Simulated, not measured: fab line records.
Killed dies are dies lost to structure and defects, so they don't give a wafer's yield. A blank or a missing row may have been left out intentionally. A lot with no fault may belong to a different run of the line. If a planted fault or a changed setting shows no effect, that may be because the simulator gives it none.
fab line records + flow nand_harc
[record]
- lots = 6
- wafers = 18
- last_day = 24
route steps=1159 shown A_STAIRCASE@745 A_SGD_CUT@747
lots untouched by any fault: they come from a run of this same line in which no faults occurred
start_h: hours from the record's opening day to when the first of the lot's shown wafers began + wait_h: hours from the lot's prior step to this one + " repeats the value in the row above + L1.1+2: one row covering several wafers at once + - either no value or no given start + * or withheld: withheld + < > ~ a bound
route shown NAME@n: a module of which the file shows steps, and the number in the route of the first + usual: mean and standard deviation over wafers with no fault + same: alike in all rows + chamber/n: place in a boat + sites: each site's reading + _std_site: the standard deviation of these + _edge_site: the outer-site mean with the inner-site mean subtracted + radius_mm: how far each site lies from the wafer's centre + mask NAME#n: copy n + behind: the most recent tool/chamber to have shaped the wafer + hold: why the lot was held/for how many hours/how that ended + device: the n, p or np transistor that did not switch + end of line: tests run on the same wafers once the route is complete + a step with no rows: only its recipe + killed: not the wafer's yield, but the dies lost to structure and defects at the first sort + map: a wafer's dies, marking killed ones x, the rest . and places with no die _
set.NAME: the setting the step ran with; set.NAME@STEP: the setting that earlier step ran with + model.NAME: the simulator's own value behind a step, which no gauge read
certain route steps with their lots: each step a table, each wafer a row
services: when a tool's chamber went out of use (start_h, in hours from the record's first day, below 0 if earlier), for how many hours, and the reason
[[steps]]
[step NHARC_A_STAIRCASE_SRD_474]
[step NHARC_A_STAIRCASE_INSPECT_155]
[usual]
- raw_defect_count = 341/120
| lot.wafer | tool              | chamber | start_h | wait_h | raw_defect_count |
|-----------|-------------------|---------|---------|--------|------------------|
| L808.1    | defect_inspect-01 | -       | 304.30  | 0.1    | 342              |
| L808.4    | "                 | -       | "       | "      | 234              |
| L808.5    | "                 | -       | "       | "      | 171              |
| L819.1    | defect_inspect-01 | -       | 379.74  | 0.1    | 189              |
| L819.3    | "                 | -       | "       | "      | 230              |
| L819.4    | "                 | -       | "       | "      | 402              |
| L820.3    | defect_inspect-01 | -       | 380.40  | 0.1    | 304              |
| L820.5    | "                 | -       | "       | "      | 206              |
| L820.6    | "                 | -       | "       | "      | 262              |
| L825.1    | defect_inspect-02 | -       | 418.95  | 0.1    | 546              |
| L825.4    | "                 | -       | "       | "      | 537              |
| L825.5    | "                 | -       | "       | "      | 400              |
| L827.2    | defect_inspect-01 | -       | 419.27  | 0.1    | 290              |
| L827.4    | "                 | -       | "       | "      | 200              |
| L827.5    | "                 | -       | "       | "      | 178              |
| L830.1    | defect_inspect-02 | -       | 449.33  | 0.1    | 482              |
| L830.2    | "                 | -       | "       | "      | 414              |
| L830.6    | "                 | -       | "       | "      | 361              |
[step NHARC_A_SGD_CUT_DEP_00]
[recipe]
- target_thk_a = 500
- temp_c = 400
- target_thk_nm = 50
- flow_sccm = 200
- rf_w = 450
- material = SiNx
[usual]
- heater_power_w = 738/110
| lot.wafer | tool     | chamber | start_h | wait_h | heater_power_w | since_wet_clean_h |
|-----------|----------|---------|---------|--------|----------------|-------------------|
| L808.1    | pecvd-02 | 2       | 304.50  | 0.2    | 889            | 138               |
| L808.4    | "        | 1       | "       | "      | 664            | -                 |
| L808.5    | "        | 2       | "       | "      | 903            | -                 |
| L819.3    | pecvd-02 | 0       | 379.81  | 0.1    | 960            | 33                |
| L819.1    | "        | 2       | "       | "      | 786            | 33                |
| L819.4    | "        | 1       | "       | "      | 677            | -                 |
| L820.3    | pecvd-03 | 1       | 380.50  | 0.1    | 617            | 75                |
| L820.6    | "        | 1       | "       | "      | 631            | -                 |
| L820.5    | "        | 2       | "       | "      | 593            | -                 |
| L825.1    | pecvd-04 | 2       | 419.02  | 0.1    | 619            | 30                |
| L825.5    | "        | 0       | "       | "      | 588            | -                 |
| L825.4    | "        | 1       | "       | "      | 724            | -                 |
| L827.2    | pecvd-02 | 2       | 419.36  | 0.1    | 850            | 72                |
| L827.5    | "        | 2       | "       | "      | 844            | -                 |
| L827.4    | "        | 0       | "       | "      | 829            | -                 |
| L830.1    | pecvd-04 | 0       | 449.40  | 0.1    | 736            | 60                |
| L830.2    | "        | 1       | "       | "      | 638            | 60                |
| L830.6    | "        | 1       | "       | "      | 627            | -                 |
[step NHARC_A_SGD_CUT_DEHYDRATE_01]
[recipe]
- temp_c = 150
- time_s = 120
[step NHARC_A_SGD_CUT_HMDS_02]
[recipe]
- time_s = 30
[step NHARC_A_SGD_CUT_COAT_56]
[recipe]
- temp_c = 260
- time_s = 75
[step NHARC_A_SGD_CUT_COAT_57]
[recipe]
- temp_c = 225
- time_s = 65
[step NHARC_A_SGD_CUT_COAT_03]
[recipe]
- spin_rpm = 1500
- resist_thk_nm = 90
[step NHARC_A_SGD_CUT_SOFTBAKE_04]
[recipe]
- temp_c = 105
- time_s = 55
[step NHARC_A_SGD_CUT_EBR_05]
[step NHARC_A_SGD_CUT_EXPOSE_06]
[recipe]
- na = 1.35
- dose_mj = 85.59
- mask_id = SGD
[step NHARC_A_SGD_CUT_PEB_07]
[recipe]
- peb_temp_c = 100
- peb_time_s = 65
[step NHARC_A_SGD_CUT_DEVELOP_08]
[recipe]
- develop_time_s = 35
- dev_temp_c = 23
[usual]
- chill_plate_temp_C = 23.00/0.11
- develop_time_s = 35/0
| lot.wafer | tool           | chamber | start_h | wait_h | chill_plate_temp_C | develop_time_s |
|-----------|----------------|---------|---------|--------|--------------------|----------------|
| L808.1    | litho_track-01 | 0       | 305     | -      | 23.15              | 35             |
| L808.4    | "              | 0       | "       | "      | 23.04              | 35             |
| L808.5    | "              | 0       | "       | "      | 23.21              | 35             |
| L819.1    | litho_track-01 | -       | 380     | -      | -                  | -              |
| L819.3    | "              | -       | "       | "      | -                  | -              |
| L819.4    | "              | -       | "       | "      | -                  | -              |
| L820.3    | litho_track-06 | -       | 381     | -      | -                  | -              |
| L820.5    | "              | -       | "       | "      | -                  | -              |
| L820.6    | "              | -       | "       | "      | -                  | -              |
| L825.1    | litho_track-06 | 0       | 419     | -      | 23.00              | 35             |
| L825.4    | "              | 0       | "       | "      | 23.00              | 35             |
| L825.5    | "              | 0       | "       | "      | 23.18              | 35             |
| L827.2    | litho_track-06 | 0       | 419     | -      | 22.89              | 35             |
| L827.4    | "              | 0       | "       | "      | 23.18              | 35             |
| L827.5    | "              | 0       | "       | "      | 23.03              | 35             |
| L830.1    | litho_track-01 | 0       | 450     | -      | 22.85              | 35             |
| L830.2    | "              | 0       | "       | "      | 22.89              | 35             |
| L830.6    | "              | 0       | "       | "      | 22.73              | 35             |
[step NHARC_A_SGD_CUT_CD_MEAS_09]
[recipe]
- target_cd_nm = 100
- landing_energy_ev = 500
[usual]
- cd_nm = 100.2/0.64
[same]
- landing_energy_ev = 500
| lot.wafer | tool      | chamber | start_h | wait_h | cd_nm |
|-----------|-----------|---------|---------|--------|-------|
| L808.1    | cd_sem-01 | 0       | 305.20  | -      | 99.2  |
| L808.4    | "         | 0       | "       | "      | 100.2 |
| L808.5    | "         | 0       | "       | "      | 99.5  |
| L819.1    | cd_sem-01 | 0       | 380.52  | -      | -     |
| L819.3    | "         | 0       | "       | "      | -     |
| L819.4    | "         | 0       | "       | "      | -     |
| L820.3    | cd_sem-01 | 0       | 381.20  | -      | -     |
| L820.5    | "         | 0       | "       | "      | -     |
| L820.6    | "         | 0       | "       | "      | -     |
| L825.1    | cd_sem-02 | 0       | 419.62  | -      | 100.7 |
| L825.4    | "         | 0       | "       | "      | 100.7 |
| L825.5    | "         | 0       | "       | "      | 100.7 |
| L827.2    | cd_sem-01 | 0       | 420.06  | -      | 100.9 |
| L827.4    | "         | 0       | "       | "      | 100.3 |
| L827.5    | "         | 0       | "       | "      | 100.8 |
| L830.1    | cd_sem-02 | 0       | 450.12  | -      | 99.8  |
| L830.2    | "         | 0       | "       | "      | 99.3  |
| L830.6    | "         | 0       | "       | "      | 99.3  |
[[services]]
| tool           | chamber | start_h | hours | kind                      |
|----------------|---------|---------|-------|---------------------------|
| litho_track-06 | -       | 292.00  | 7.0   | pm                        |
| pecvd-03       | -       | 292.26  | 13.0  | pm                        |
| pecvd-03       | 0       | 292.26  | 13.0  | vent_cycle                |
| pecvd-03       | 1       | 292.26  | 13.0  | vent_cycle                |
| pecvd-03       | 2       | 292.26  | 13.0  | vent_cycle                |
| pecvd-02       | -       | 334.23  | 13.0  | pm                        |
| pecvd-02       | 0       | 334.23  | 13.0  | vent_cycle                |
| pecvd-02       | 1       | 334.23  | 13.0  | vent_cycle                |
| pecvd-02       | 2       | 334.23  | 13.0  | vent_cycle                |
| pecvd-02       | 0       | 347.23  | -     | clean                     |
| pecvd-02       | 1       | 347.23  | -     | clean                     |
| pecvd-02       | 2       | 347.23  | -     | clean                     |
| pecvd-02       | 2       | 359.66  | 11.2  | repair                    |
| pecvd-04       | -       | 372.34  | 0.7   | repair                    |
| pecvd-04       | -       | 376.42  | 13.0  | pm                        |
| pecvd-04       | 0       | 376.42  | 13.0  | vent_cycle                |
| pecvd-04       | 1       | 376.42  | 13.0  | vent_cycle                |
| pecvd-04       | 2       | 376.42  | 13.0  | vent_cycle                |
| pecvd-04       | 0       | 389.42  | -     | clean                     |
| pecvd-04       | 1       | 389.42  | -     | clean                     |
| pecvd-04       | 2       | 389.42  | -     | clean                     |
| pecvd-04       | 0       | 398.42  | 2.6   | repair                    |
| litho_track-01 | -       | 443.00  | 7.0   | pm                        |
| litho_track-06 | -       | 447.86  | -     | consumable_replace:filter |
[[key]]
[first_sign]
- step = NHARC_A_SGD_CUT_DEVELOP_08
- reading = tool_record
- direction = missing
effect none on later readings
met_at NHARC_A_SGD_CUT_DEVELOP_08
struck_wafers L819.1,L819.3,L819.4,L820.3,L820.5,L820.6
later_rows_left_out L819.1,L819.3,L819.4,L820.3,L820.5,L820.6
sort_left_out L819.1,L819.3,L819.4,L820.3,L820.5,L820.6
tester_left_out L819,L820
onset_between 305 380
[fault]
- kind = skipped_step_whole
- tool = litho_track-01,litho_track-06
- chamber = -
- onset_h = 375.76
- steps = NHARC_A_SGD_CUT_DEVELOP_08
- scope = struck_lots_only
// tester_left_out: of these lots the tester's yield and bins aren't shown, on N5 and GAA mostly nor the transistor test; their killed dies are dies lost to structure and defects alone, not to doping, threshold or leakage, so they don't give the yield
// sort_left_out: the simulated sort isn't trusted on such a fault, so these wafers' sort isn't shown, and their yield isn't known
// later_rows_left_out: the simulator's readings of these wafers behind a module that went badly wrong aren't trusted and aren't shown, but for the sort
